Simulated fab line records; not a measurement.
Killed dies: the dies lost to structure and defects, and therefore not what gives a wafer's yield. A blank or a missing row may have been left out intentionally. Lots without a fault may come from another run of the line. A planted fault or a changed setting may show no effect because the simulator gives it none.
Comparing a struck lot with a sound one	flow nand_harc	12 steps out of a route of 1302
Sound: the wafers L239.3, L239.5, L239.6. Struck: wafer L245.1; the same lot's L245.4 was not struck, so it is left out; see the end for the cause.
At each step with rows: each side's tool, then ch and its chambers, then its first start. Under that, the readings that differ: sound wafers	struck wafers	difference of the means	sigmas: that difference in standard deviations of wafers without a fault.
alike: a reading whose means differ by less than 2 such deviations, as well as words and numbers matching on both sides. not compared: withheld readings; readings where some wafer has no value; bounds like >300 that might hide an equal value; numbers whose values overlap and for which the record gives no deviation.
Wherever a step has rows on one side only, a row that says differs or no value, or a row with sigmas, the two part there. Numbers that have no deviation but don't overlap get no sigmas and don't part them. A reading missing from all wafers of one side parts the sides only when that side holds two or more wafers.

first, 2 steps without rows for these wafers: NHARC_A_STAIRCASE_HARDBAKE_185 (time 140 s); NHARC_A_STAIRCASE_DESCUM_186 (chemistry O2, time 3 s).
NHARC_A_STAIRCASE_TRIM_187: chemistry O2, time 211.2 s.
  sound on rie_diel-11 ch 2,3, day 18 00:53; struck on rie_diel-03 ch 1, day 20 00:18
  alike: drypump_motor_current_A, oes_product_au, rf_vpp_V, run_length_s, showerhead_plenum_p_Torr, throttle_valve_pct
  not compared: rf_hours_counter_h
then, 1 step without rows for these wafers: NHARC_A_STAIRCASE_ETCH_188 (etches the open film in C4F8/O2, target depth 100 nm, time 40.5 s).
NHARC_A_STAIRCASE_TRIM_189: chemistry O2, time 211.2 s.
  sound: rie_diel-11 ch 0,1,3; struck: rie_diel-03 ch 2
  alike: drypump_motor_current_A, oes_product_au, rf_vpp_V, run_length_s, showerhead_plenum_p_Torr, throttle_valve_pct
  not compared: rf_hours_counter_h
NHARC_A_STAIRCASE_ETCH_190: etches the open film in C4F8/O2, target depth 100 nm, time 40.5 s.
  sound: rie_diel-11 ch 0,2,3; struck: rie_diel-03 ch 1
  alike: oes_product_au, rf_vpp_V
  not compared: rf_hours_counter_h
NHARC_A_STAIRCASE_TRIM_191: chemistry O2, time 211.2 s.
  sound: rie_diel-11 ch 0,1,2; struck: rie_diel-03 ch 2
  alike: drypump_motor_current_A, oes_product_au, rf_vpp_V, run_length_s, showerhead_plenum_p_Torr, throttle_valve_pct
  not compared: rf_hours_counter_h
then, 1 step without rows for these wafers: NHARC_A_STAIRCASE_ETCH_192 (etches the open film in C4F8/O2, target depth 100 nm, time 40.5 s).
NHARC_A_STAIRCASE_TRIM_193: chemistry O2, time 211.2 s.
  sound: rie_diel-11 ch 0,3; struck: rie_diel-03 ch 0
  alike: drypump_motor_current_A, oes_product_au, rf_vpp_V, run_length_s, showerhead_plenum_p_Torr, throttle_valve_pct
  not compared: rf_hours_counter_h
then, 1 step without rows for these wafers: NHARC_A_STAIRCASE_ETCH_194 (etches the open film in C4F8/O2, target depth 100 nm, time 40.5 s).
NHARC_A_STAIRCASE_TRIM_196: chemistry O2, time 211.2 s.
  sound on rie_diel-11 ch 0,1,3, day 18 01:58; struck on rie_diel-11 ch 2, day 20 01:19
reading	sound	struck	difference	sigmas
run_length_s (s)	233.0 232.6 232.1	167.5	-65.1	-99 or more
throttle_valve_pct (%)	17.036 17.026 17.029	17.057	+0.027	+3
  alike: drypump_motor_current_A, oes_product_au, rf_vpp_V, showerhead_plenum_p_Torr
  not compared: rf_hours_counter_h
then, 1 step without rows for these wafers: NHARC_A_STAIRCASE_ETCH_197 (etches the open film in C4F8/O2, target depth 100 nm, time 40.5 s).

== WHERE THEY PART ==
NHARC_A_STAIRCASE_TRIM_196 only, going by this record.

WHY: whatever the simulator had introduced
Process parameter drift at NHARC_A_STAIRCASE_TRIM_196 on rie_diel-11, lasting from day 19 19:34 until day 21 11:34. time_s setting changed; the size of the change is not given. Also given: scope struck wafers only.
